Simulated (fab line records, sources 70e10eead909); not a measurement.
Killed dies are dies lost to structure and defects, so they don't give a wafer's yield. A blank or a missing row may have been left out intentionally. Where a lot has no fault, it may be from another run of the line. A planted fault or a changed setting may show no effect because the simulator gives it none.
Which of the tools did it?    flow nand_harc    Sampling: 11 lots, 33 wafers, 5 of 1159 route steps

## WHAT EACH GAUGE READ, for each wafer
NHARC_END_SORT_01.
lot   measured      on         killed_at_array
L313  day 19 17:35  prober-02  674 676 676
L314  day 20 01:26  prober-02  670 675 675

## TOOL THAT RAN EACH LOT (tool first, then ch and the chambers of the sampled wafers, then the start)
lot   NHARC_A_STAIRCASE_DEP_156        NHARC_A_STAIRCASE_ETCH_169          NHARC_A_STAIRCASE_TRIM_14                      NHARC_A_STAIRCASE_ETCH_25
L313  pecvd-03 ch 0,1,2, day 11 01:01  rie_diel-05 ch 0,1,3, day 11 02:15  rie_diel-05 ch 0,1,3, day 11 06:08 or earlier  rie_diel-10 ch 1,2, day 11 06:08
L315  pecvd-04 ch 1,2, day 11 01:02    rie_diel-05 ch 1,3, day 11 02:05    rie_diel-05 ch 2,3, day 11 05:49 or earlier    rie_diel-05 ch 1,2,3, day 11 05:49
L314  pecvd-04 ch 0,1, day 11 05:37    rie_diel-10 ch 1,2, day 11 06:34    rie_diel-05 ch 0,3, day 11 10:25 or earlier    rie_diel-05 ch 0,3, day 11 10:25
L326  pecvd-04 ch 1,2, day 14 00:19    rie_diel-05 ch 1,2,3, day 14 01:22  rie_diel-05 ch 1,2,3, day 14 06:37 or earlier  rie_diel-10 ch 0,1,3, day 14 06:37
L327  pecvd-04 ch 0,1, day 14 13:33    rie_diel-01 ch 0,1,2, day 14 14:49  rie_diel-05 ch 1,2, day 14 18:58 or earlier    rie_diel-05 ch 0,1, day 14 18:58
L331  pecvd-03 ch 1,2, day 14 22:51    rie_diel-10 ch 1,3, day 14 23:52    rie_diel-01 ch 0,1,3, day 15 04:16 or earlier  rie_diel-05 ch 0,1,3, day 15 04:16
L329  pecvd-04 ch 0,1,2, day 14 22:55  rie_diel-01 ch 1,2,3, day 14 23:59  rie_diel-01 ch 0,2,3, day 15 04:35 or earlier  rie_diel-05 ch 0,1,2, day 15 04:35
L330  pecvd-04 ch 0,2, day 15 04:19    rie_diel-10 ch 0,1,2, day 15 05:19  rie_diel-10 ch 0,1,2, day 15 09:07 or earlier  rie_diel-01 ch 0,1,3, day 15 09:07
L333  pecvd-01 ch 1,2, day 15 13:57    rie_diel-05 ch 1,2,3, day 15 15:02  rie_diel-05 ch 1,2,3, day 15 20:26 or earlier  rie_diel-01 ch 2,3, day 15 20:26
L335  pecvd-03 ch 0,2, day 16 00:41    rie_diel-01 ch 0,1,2, day 16 01:46  rie_diel-01 ch 0,2,3, day 16 05:14 or earlier  rie_diel-01 ch 1,2, day 16 05:14
L334  pecvd-01 ch 0,2, day 16 05:35    rie_diel-01 ch 0,3, day 16 06:38    rie_diel-10 ch 2,3, day 16 11:23 or earlier    rie_diel-05 ch 1,2,3, day 16 11:23
- NHARC_A_STAIRCASE_DEP_156: deposits SiNx, target thk 50 nm.
- NHARC_A_STAIRCASE_ETCH_169: etches the open film in CH3F/O2, target depth 50 nm, time 107.1 s.
- NHARC_A_STAIRCASE_TRIM_14: chemistry O2, time 211.2 s.
- NHARC_A_STAIRCASE_ETCH_25: etches the open film in C4F8/O2, target depth 100 nm, time 40.5 s.

## THE ANSWER, worked out from the rows above alone
Rule: the usual values come from the lots themselves. Put in order of their means at a reading, lots are off if they are a third of the lots or fewer, leave a main group of 4 or more, and stand apart from it by a gap of 3 or more times the standard deviation of the main group's means; of several such gaps the widest counts. Not used: any main group whose means are identical at the precision the tables above print for the reading. Also off: a lot with no number at a reading for which 4 or more lots have one. All remaining lots with rows at the step are treated as sound.
No lot is off at any reading shown: from this, nothing can be told.

## WHAT HAD BEEN PUT IN BY THE SIMULATOR
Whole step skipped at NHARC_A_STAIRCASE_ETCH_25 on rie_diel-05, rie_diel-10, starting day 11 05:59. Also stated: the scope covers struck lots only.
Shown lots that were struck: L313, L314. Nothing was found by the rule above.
